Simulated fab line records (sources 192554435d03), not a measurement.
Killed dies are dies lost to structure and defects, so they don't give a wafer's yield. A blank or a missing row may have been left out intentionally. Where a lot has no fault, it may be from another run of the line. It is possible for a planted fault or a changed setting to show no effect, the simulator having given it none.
fab line records    flow n5Finfet
[record] lots = 4  wafers = 11  lastDay = 17
route steps=1938 shown BEOL_M4@1099 BEOL_M5@1112 PAD_METAL@1896 PASSIVATION@1910
lots untouched by any fault: they come from a run of this same line in which no faults occurred
startH: hours from the record's first day to the start of the lot's first wafer shown    waitH: hours since the lot's step before    " identical to the entry in the row above    L1.1+2: a single row standing in for several wafers    - no value present, or no start provided    * or withheld: withheld    < > ~ a bound
route shown NAME@n: NAME is a module with steps in the file, n the number in the route of the first one    usual: mean/standard deviation of fault-free wafers    same: alike in all rows    chamber/n: place in a boat    sites: each site's reading    _std_site: how widely they spread, as a standard deviation    _edge_site: outer sites' mean less inner sites'    radiusMm: for every site, how far away it sits from the centre of the wafer    mask NAME#n: copy n    behind: the tool/chamber that last shaped the wafer    hold: reason for holding the lot/hours on hold/outcome of the hold    device: the n, p or np transistor that did not switch    end of line: the same wafers' tests at the end of the route    step lacking rows: just its recipe    killed: dies lost to structure and defects at the first sort, not the wafer's yield    map: dies across one wafer; x = killed, . = not, _ = none there
set.NAME: the run value of the setting; set.NAME@STEP: its run value at that earlier step    model.NAME: the simulator's own value behind a step, which no gauge read
lots at selected steps of the route; one table per step, one row per wafer
services: when a tool's chamber went out of use (startH, in hours from the record's first day, below 0 if earlier), for how many hours, and the reason
[[steps]]
[step N5_BEOL_M4_ANNEAL_95]
[recipe] tempC = 400  timeS = 240  ambient = vacuum
[step N5_BEOL_M4_SPUTTER_96]
[recipe] material = Cu  targetThkA = 45  tempC = -20  chamberPressurePa = 0.07  powerW = withheld  timeS = 8.29
[step N5_BEOL_M4_ECD_50]
[recipe] material = Cu  targetThkA = 3000
[step N5_BEOL_M4_ANNEAL_51]
[recipe] tempC = 225  timeS = 90  ambient = N2
[step N5_BEOL_M4_CMP_52]
[recipe] stopOn = SiOC  tOverpolishS = 6.8  downForcePsi = 1  platenRpm = 50  clearingPlatenDownForcePsi = 1.5  clearingPlatenRpm = 50  postCmpClean = cuAlkaline  targetThkNm = 40  clearingPlatenPadVelocityMS = 0.99484  padVelocityMS = 0.99484
[step N5_BEOL_M4_PRE_CLEAN_60]
[recipe] gas = NH3/H2  timeS = 15  tempC = *  rfPowerW = 300
[step N5_BEOL_M4_CO_CAP_55]
[recipe] material = Co  targetThkA = 20  tempC = 200  precursor = CCTBA/H2  pressureTorr = 30  timeS = 102.1
[step N5_BEOL_M4_PRE_CLEAN_56]
[recipe] gas = NH3  timeS = 15  tempC = withheld  rfPowerW = 300
[step N5_BEOL_M4_DEP_57]
[recipe] material = SiCN  targetThkA = 80  tempC = withheld  precursor = 3MS/NH3  pressureTorr = 3  rfW = 202  timeS = 14
[step N5_BEOL_M4_RC_MEAS_101]
[usual] DIBL_N = 36.3/1.4  DIBL_P = 36.2/1.5  IOFF_N = 0.160/0.021  IOFF_P = 0.211/0.027  ION_N = 676/7.7  ION_P = 463/5.5  SS_N = 71.4/0.57  SS_P = 73.3/0.58  VT_N = 249.3/2.5  VT_P = -250.1/2.6
lot.wafer  tool       chamber  startH  waitH  DIBL_N[mV/V]  DIBL_P[mV/V]  IOFF_N[nA/um]  IOFF_P[nA/um]  ION_N[uA/um]  ION_P[uA/um]  SS_N[mV/dec]  SS_P[mV/dec]  VT_N[mV]  VT_P[mV]
L505.4     prober-02  0        266.12  0.5    35.7          34.3          0.151          0.187          678           461           71.4          73.4          248.5     -252.5
L505.5     "          0        "       "      36.9          36.2          0.186          0.221          687           465           71.2          73.2          245.8     -249.5
L505.6     "          0        "       "      35.0          33.3          0.149          0.179          677           460           70.6          72.4          249.8     -250.6
L507.1     prober-02  0        276.11  0.0    35.1          33.6          0.140          0.178          667           459           70.2          72.8          251.3     -250.3
L507.4     "          0        "       "      35.2          34.1          0.147          0.186          675           460           71.2          72.7          248.0     -252.7
L508.2     prober-02  0        297.07  0.2    36.4          37.7          0.155          0.221          668           462           71.0          73.7          248.5     -249.1
L508.5     "          0        "       "      34.5          35.2          0.124          0.180          679           466           70.7          72.7          250.1     -251.3
L508.6     "          0        "       "      34.5          36.1          0.126          0.186          667           460           71.2          73.0          251.4     -252.6
L511.1     prober-01  0        313.17  0.0    35.4          35.1          0.131          0.199          674           464           71.6          72.8          253.6     -252.5
L511.2     "          0        "       "      39.0          38.7          0.198          0.253          678           463           72.7          73.9          248.9     -249.4
L511.5     "          0        "       "      35.8          35.4          0.136          0.192          668           455           72.0          72.1          253.2     -252.4
[step N5_BEOL_M5_ILD_DEP_00]
[recipe] material = SiCOH_lowk  targetThkA = 1406.4  tempC = 300  precursor = DEMS/porogen  pressureTorr = 5  rfW = 500  timeS = 25.9
[step N5_BEOL_M5_CURE_79]
[recipe] tempC = 385  timeS = 240  ambient = He/Ar  material = SiCOH_lowk
[step N5_BEOL_M5_PECVD_70]
[recipe] material = SiO2  targetThkA = 160  tempC = 400  precursor = TEOS/O2  pressureTorr = 5.5  rfW = 450  teosFlowSccm = 53.8  gas = O2  flowSccm = 3000  timeS = 18
[step N5_BEOL_M5_HM_DEP_02]
[recipe] material = TiN  targetThkA = 200  tempC = 25  chamberPressurePa = 0.49996
[step N5_BEOL_M5_COAT_59]
[recipe] resist = SOC  tempC = 250  timeS = 60  spinRpm = 1500  resistThkNm = 60
[step N5_BEOL_M5_COAT_60]
[recipe] resist = SiARC  tempC = 220  timeS = 60  spinRpm = 1500  resistThkNm = 12
[step N5_BEOL_M5_COAT_71]
[recipe] resist = underlayer  tempC = 205  timeS = 60  spinRpm = 1500  resistThkNm = 5
[step N5_BEOL_M5_COAT_05]
[recipe] resist = CAR-EUV  spinRpm = 1500  resistThkNm = 30
[step N5_BEOL_M5_EBR_07]
[recipe] solvent = PGMEA  ebrWidthMm = 1.5
[step N5_BEOL_M5_SOFTBAKE_06]
[recipe] tempC = 110  timeS = 60  resist = CAR-EUV
[step N5_BEOL_M5_EXPOSE_08]
[recipe] maskId = M5  na = 0.33  sourceShape = annular  sigmaInner = 0.4  sigmaOuter = 0.8  polarization = unpolarized  targetCdNm = 28  doseMj = 35.75
[step N5_BEOL_M5_PEB_09]
[recipe] pebTempC = 100  pebTimeS = 60  resist = CAR-EUV
[step N5_BEOL_M5_DEVELOP_10]
[recipe] developTimeS = 30  developer = TMAH  resist = CAR-EUV  rinseLiquid = surfactantRinse  dry = airSpin  devTempC = 23
[step N5_BEOL_M5_DESCUM_16]
[recipe] chemistry = O2  timeS = 7  sourcePowerW = 50  biasPowerW = 20  pressureMtorr = 20  rfFrequencyHz = 2.712e+07  tempC = 40  resist = CAR-EUV  o2FlowSccm = 225
[step N5_BEOL_M5_ETCH_72]
[recipe] chemistry = N2/H2  target = underlayer  targetDepthA = 65  maskMaterial = CAR-EUV  timeS = 5.2  ionEnergyEv = 200  pressureMtorr = 30  sourceW = 840  biasW = 150  n2FlowSccm = 200  h2FlowSccm = 200  ends = cleared
[step N5_BEOL_M5_ETCH_61]
[recipe] chemistry = CF4  target = SiARC  targetDepthA = 156  maskMaterial = CAR-EUV  timeS = 26  ionEnergyEv = 80  pressureMtorr = 40  sourceW = 545  biasW = 36  Ar_flow_sccm = 100  cf4FlowSccm = 100  ends = cleared
[step N5_BEOL_M5_ETCH_62]
[recipe] chemistry = N2/H2  target = SOC  targetDepthA = 750  overetchA = 150  maskMaterial = SiARC  tempC = 40  timeS = 112.5  ionEnergyEv = 200  pressureMtorr = 30  sourceW = 840  biasW = 150  n2FlowSccm = 200  h2FlowSccm = 200
[step N5_BEOL_M5_STRIP_63]
[recipe] chemistry = N2/H2  tempC = 40  n2FlowSccm = 200  h2FlowSccm = 200  rfFrequencyHz = 6e+07
[step N5_BEOL_M5_STRIP_73]
[recipe] chemistry = N2/H2  tempC = 40  n2FlowSccm = 200  h2FlowSccm = 200  rfFrequencyHz = 6e+07
[step N5_BEOL_M5_STRIP_64]
[recipe] chemistry = CF4  resist = SiARC  powerW = 300  biasPowerW = 75  pressureMtorr = 50  cf4FlowSccm = 150  rfFrequencyHz = 6e+07
[step N5_BEOL_M5_HM_OPEN_17]
[recipe] chemistry = Cl2/BCl3  targetDepthA = 200  overetchA = 60  target = TiN  maskMaterial = SOC  ionEnergyEv = 150  pressureMtorr = 10  icpW = 1000  biasW = 126  Cl2_flow_sccm = 53.25  bcl3FlowSccm = 21.75  Ar_flow_sccm = 25
[step N5_BEOL_M5_STRIP_19]
[recipe] chemistry = O2  powerW = 400  tempC = 40  pressureMtorr = 30  rfFrequencyHz = 6e+07  biasPowerW = 0  overashFraction = 0.2  o2FlowSccm = 225
[step N5_BEOL_M5_COAT_65]
[recipe] resist = SOC  tempC = 250  timeS = 60  spinRpm = 1500  resistThkNm = 60
[step N5_BEOL_M5_COAT_66]
[recipe] resist = SiARC  tempC = 220  timeS = 60  spinRpm = 1500  resistThkNm = 12
[step N5_PASSIVATION_AL_DEP_21]
[recipe] material = Al  targetThkA = 28000  tempC = 400  timeS = 170  powerW = 30000  chamberPressurePa = 0.4  gas = Ar
[usual] throttleValvePct = 30.1/0.95
lot.wafer  tool           chamber  startH  waitH  throttleValvePct  model.Al_of_PASSIVATION_AL_DEP_21.thkNm
L505.4     pvdSputter-03  -        366.16  0.1    28.3              2825
L505.5     "              -        "       "      30.4              2794
L505.6     "              -        "       "      28.7              2794
L507.1     pvdSputter-03  -        375.29  0.1    31.0              4026
L507.4     "              -        "       "      30.3              2831
L508.2     pvdSputter-03  -        395.28  0.1    30.6              2750
L508.5     "              -        "       "      30.3              2742
L508.6     "              -        "       "      28.5              3937
L511.1     pvdSputter-01  -        410.38  0.1    30.1              2722
L511.2     "              -        "       "      31.7              2745
L511.5     "              -        "       "      30.2              2736
[step N5_PASSIVATION_ETCH_59]
[recipe] chemistry = Cl2/BCl3  target = TaN  targetDepthA = 650  timeS = 34.9  ionEnergyEv = 100  pressureMtorr = 10  icpW = 900  biasW = 100  Cl2_flow_sccm = 60  bcl3FlowSccm = 30
[usual] drypumpMotorCurrentA = 5.9/0.44  oesProductAu = 0.74/0.098  rfFwdPowerW = 894.1/2.9  throttleValvePct = 21.32/0.18
lot.wafer  tool         chamber  startH  waitH  drypumpMotorCurrentA  oesProductAu  rfFwdPowerW  rfHoursCounterH  throttleValvePct
L505.4     rieMetal-01  0        367.37  0.2    5.0                   0.69          890.9        -                21.16
L505.5     "            0        "       "      5.0                   0.69          890.6        -                21.18
L505.6     "            1        "       "      5.9                   0.67          900.1        -                21.23
L507.1     rieMetal-02  1        376.96  0.7    6.3                   0.25          895.4        1                22.66
L507.4     "            1        "       "      6.3                   0.95          894.9        -                21.34
L508.2     rieMetal-03  1        396.45  0.3    6.0                   0.83          898.2        22               21.29
L508.5     "            1        "       "      6.0                   0.83          892.4        -                21.30
L508.6     "            0        "       "      6.1                   0.20          895.7        -                22.81
L511.1     rieMetal-01  0        411.43  0.3    5.0                   0.68          894.4        78               21.19
L511.2     "            1        "       "      5.9                   0.96          896.0        1                20.93
L511.5     "            0        "       "      5.0                   0.68          896.8        -                21.19
[step N5_PASSIVATION_STRIP_52]
[recipe] chemistry = postEtchResidueRemover  timeS = 1200  tempC = 72.5
[usual] bathGuardTempC = 72.3/0.51
lot.wafer  tool         chamber  startH  waitH  bathGuardTempC  model.Al_of_PASSIVATION_AL_DEP_21.thkNm
L505.4     wetBench-06  7        369.33  -      72.1            2809
L505.5     "            3        "       "      72.7            2779
L505.6     "            0        "       "      71.8            2779
L507.1     wetBench-03  0        380.01  -      71.7            4011
L507.4     "            7        "       "      72.1            2816
L508.2     wetBench-03  1        398.47  -      72.4            2735
L508.5     "            0        "       "      71.5            2726
L508.6     "            2        "       "      72.4            3922
L511.1     wetBench-03  7        413.60  -      72.2            2707
L511.2     "            0        "       "      71.5            2730
L511.5     "            5        "       "      72.4            2721
[step N5_PASSIVATION_PROBE_49]
[usual] defectLimitedYield = 91.3/1.4  killed_at_M0_to_M3 = 34/10  killed_at_M4_up = 13/4.8  killedAtContacts = 12/6.1  killedAtFrontEnd = 40/11  killedAtOther = 3.7/2.8  killedDies = 103/16  killedOnRim = 13/3.6  killedOpen = 67/12  killedShort = 34/7.4  sort_bin_5_function = 5.1/0.95  sort_bin_6_memory = 3.2/0.62  sortNPass = 1077/16  sortYieldPct = 91.3/1.4
[same] grossDies = 1180  killedAtBackSide = 0  sort_bin_4_leakage[%] = 0  sort_bin_8_speed[%] = 0
lot.wafer  tool       chamber  startH  waitH  defectLimitedYield[%]  killed_at_M0_to_M3  killed_at_M4_up  killedAtContacts  killedAtFrontEnd  killedAtOther  killedDies  killedOnRim  killedOpen  killedShort  sort_bin_5_function[%]  sort_bin_6_memory[%]  sortNPass  sortYieldPct[%]
L507.1     prober-01  -        382.43  0.0    0                      26                  26               14                31                1083           1180        152          69          27           96.0                    3.8                   0          0
L508.6     prober-01  -        401.69  0.8    0                      48                  20               2                 28                1082           1180        152          62          34           97.2                    2.6                   0          0
// killed by level:class
L507.1 PASSIVATION:areaEtch=1081 MOL_CONTACT_COAG:geometricParticle:open=12 BEOL_M4:geometricParticle:open=10 BEOL_M0_SAQP:geometricParticle:open=10 DUMMY_GATE:geometricParticle:open=5 STI_FIN_REVEAL:geometricParticle:open=5 BEOL_M1:geometricParticle:open=5 FIN_SAQP:geometricParticle:short=3
L508.6 PASSIVATION:areaEtch=1081 BEOL_M3:geometricParticle:open=12 BEOL_M0_SAQP:geometricParticle:open=11 BEOL_M4:geometricParticle:open=9 BEOL_M2:geometricParticle:open=7 FIN_SAQP:geometricParticle:short=6 FIN_SAQP:geometricParticle:open=6 BEOL_M0_SAQP:geometricParticle:short=6
// map L507.1 (x killed, . not)
_________________xxxxxxxxxxxx________________
______________xxxxxxxxxxxxxxxxxx_____________
___________xxxxxxxxxxxxxxxxxxxxxxxx__________
__________xxxxxxxxxxxxxxxxxxxxxxxxxx_________
________xxxxxxxxxxxxxxxxxxxxxxxxxxxxxx_______
_______xxxxxxxxxxxxxxxxxxxxxxxxxxxxxxxx______
______xxxxxxxxxxxxxxxxxxxxxxxxxxxxxxxxxx_____
_____xxxxxxxxxxxxxxxxxxxxxxxxxxxxxxxxxxxx____
____xxxxxxxxxxxxxxxxxxxxxxxxxxxxxxxxxxxxxx___
___xxxxxxxxxxxxxxxxxxxxxxxxxxxxxxxxxxxxxxxx__
___xxxxxxxxxxxxxxxxxxxxxxxxxxxxxxxxxxxxxxxx__
__xxxxxxxxxxxxxxxxxxxxxxxxxxxxxxxxxxxxxxxxxx_
__xxxxxxxxxxxxxxxxxxxxxxxxxxxxxxxxxxxxxxxxxx_
_xxxxxxxxxxxxxxxxxxxxxxxxxxxxxxxxxxxxxxxxxxxx
_xxxxxxxxxxxxxxxxxxxxxxxxxxxxxxxxxxxxxxxxxxxx
_xxxxxxxxxxxxxxxxxxxxxxxxxxxxxxxxxxxxxxxxxxxx
_xxxxxxxxxxxxxxxxxxxxxxxxxxxxxxxxxxxxxxxxxxxx
_xxxxxxxxxxxxxxxxxxxxxxxxxxxxxxxxxxxxxxxxxxxx
_xxxxxxxxxxxxxxxxxxxxxxxxxxxxxxxxxxxxxxxxxxxx
_xxxxxxxxxxxxxxxxxxxxxxxxxxxxxxxxxxxxxxxxxxxx
_xxxxxxxxxxxxxxxxxxxxxxxxxxxxxxxxxxxxxxxxxxxx
__xxxxxxxxxxxxxxxxxxxxxxxxxxxxxxxxxxxxxxxxxx_
__xxxxxxxxxxxxxxxxxxxxxxxxxxxxxxxxxxxxxxxxxx_
___xxxxxxxxxxxxxxxxxxxxxxxxxxxxxxxxxxxxxxxx__
___xxxxxxxxxxxxxxxxxxxxxxxxxxxxxxxxxxxxxxxx__
____xxxxxxxxxxxxxxxxxxxxxxxxxxxxxxxxxxxxxx___
_____xxxxxxxxxxxxxxxxxxxxxxxxxxxxxxxxxxxx____
______xxxxxxxxxxxxxxxxxxxxxxxxxxxxxxxxxx_____
_______xxxxxxxxxxxxxxxxxxxxxxxxxxxxxxxx______
________xxxxxxxxxxxxxxxxxxxxxxxxxxxxxx_______
__________xxxxxxxxxxxxxxxxxxxxxxxxxx_________
___________xxxxxxxxxxxxxxxxxxxxxxxx__________
______________xxxxxxxxxxxxxxxxxx_____________
_________________xxxxxxxxxxxx________________
// map L508.6 (x killed, . not)
_________________xxxxxxxxxxxx________________
______________xxxxxxxxxxxxxxxxxx_____________
___________xxxxxxxxxxxxxxxxxxxxxxxx__________
__________xxxxxxxxxxxxxxxxxxxxxxxxxx_________
________xxxxxxxxxxxxxxxxxxxxxxxxxxxxxx_______
_______xxxxxxxxxxxxxxxxxxxxxxxxxxxxxxxx______
______xxxxxxxxxxxxxxxxxxxxxxxxxxxxxxxxxx_____
_____xxxxxxxxxxxxxxxxxxxxxxxxxxxxxxxxxxxx____
____xxxxxxxxxxxxxxxxxxxxxxxxxxxxxxxxxxxxxx___
___xxxxxxxxxxxxxxxxxxxxxxxxxxxxxxxxxxxxxxxx__
___xxxxxxxxxxxxxxxxxxxxxxxxxxxxxxxxxxxxxxxx__
__xxxxxxxxxxxxxxxxxxxxxxxxxxxxxxxxxxxxxxxxxx_
__xxxxxxxxxxxxxxxxxxxxxxxxxxxxxxxxxxxxxxxxxx_
_xxxxxxxxxxxxxxxxxxxxxxxxxxxxxxxxxxxxxxxxxxxx
_xxxxxxxxxxxxxxxxxxxxxxxxxxxxxxxxxxxxxxxxxxxx
_xxxxxxxxxxxxxxxxxxxxxxxxxxxxxxxxxxxxxxxxxxxx
_xxxxxxxxxxxxxxxxxxxxxxxxxxxxxxxxxxxxxxxxxxxx
_xxxxxxxxxxxxxxxxxxxxxxxxxxxxxxxxxxxxxxxxxxxx
_xxxxxxxxxxxxxxxxxxxxxxxxxxxxxxxxxxxxxxxxxxxx
_xxxxxxxxxxxxxxxxxxxxxxxxxxxxxxxxxxxxxxxxxxxx
_xxxxxxxxxxxxxxxxxxxxxxxxxxxxxxxxxxxxxxxxxxxx
__xxxxxxxxxxxxxxxxxxxxxxxxxxxxxxxxxxxxxxxxxx_
__xxxxxxxxxxxxxxxxxxxxxxxxxxxxxxxxxxxxxxxxxx_
___xxxxxxxxxxxxxxxxxxxxxxxxxxxxxxxxxxxxxxxx__
___xxxxxxxxxxxxxxxxxxxxxxxxxxxxxxxxxxxxxxxx__
____xxxxxxxxxxxxxxxxxxxxxxxxxxxxxxxxxxxxxx___
_____xxxxxxxxxxxxxxxxxxxxxxxxxxxxxxxxxxxx____
______xxxxxxxxxxxxxxxxxxxxxxxxxxxxxxxxxx_____
_______xxxxxxxxxxxxxxxxxxxxxxxxxxxxxxxx______
________xxxxxxxxxxxxxxxxxxxxxxxxxxxxxx_______
__________xxxxxxxxxxxxxxxxxxxxxxxxxx_________
___________xxxxxxxxxxxxxxxxxxxxxxxx__________
______________xxxxxxxxxxxxxxxxxx_____________
_________________xxxxxxxxxxxx________________
[[services]]
tool           chamber  startH  hours  kind
rieMetal-02    1        355.68  -      clean
rieMetal-02    1        355.68  14.7   scheduledDown
rieMetal-02    1        355.68  14.7   ventCycle
rieMetal-02    0        370.43  -      clean
rieMetal-02    0        370.43  17.6   scheduledDown
rieMetal-02    0        370.43  17.6   ventCycle
rieMetal-01    1        388.99  -      clean
rieMetal-01    1        388.99  19.7   scheduledDown
rieMetal-01    1        388.99  19.7   ventCycle
wetBench-06    -        396.21  1.4    repair
pvdSputter-01  -        398.06  0.6    repair
rieMetal-01    -        399.54  2.0    repair
rieMetal-03    1        405.07  5.9    repair
[[key]]
[firstSign] step = N5_PASSIVATION_ETCH_59  reading = oesProductAu  direction = down  sigmas = 5.3  usual = 0.74  struck = 0.23
[effect] step = N5_PASSIVATION_PROBE_49  reading = killedAtOther  direction = up  sigmas = 99+  usual = 3.7  struck = 1082.5
[modelEffect] step = N5_PASSIVATION_AL_DEP_21  value = Al_of_PASSIVATION_AL_DEP_21.thkNm  without = 2801  struck = 3981
[modelEffect] step = N5_PASSIVATION_STRIP_52  value = Al_of_PASSIVATION_AL_DEP_21.thkNm  without = 2786  struck = 3966
[moreKillsBornAt] N5_PASSIVATION_ETCH_59@rieMetal-02 = 1081  N5_PASSIVATION_ETCH_59@rieMetal-03 = 1081
metAt N5_PASSIVATION_AL_DEP_21
struckWafers L507.1,L508.6
laterRowsLeftOut L507.1,L508.6
onsetBetween 366.16 375.29
[fault] kind = processParameterDrift  tool = pvdSputter-03  chamber = -  onsetH = 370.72  steps = N5_PASSIVATION_AL_DEP_21  channel = timeS  offset = *  shape = step  endH = 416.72  scope = struckWafersOnly  actsIn = *  stated = *
// laterRowsLeftOut: the simulator's readings of these wafers behind a module that went badly wrong aren't trusted and aren't shown, but for the sort
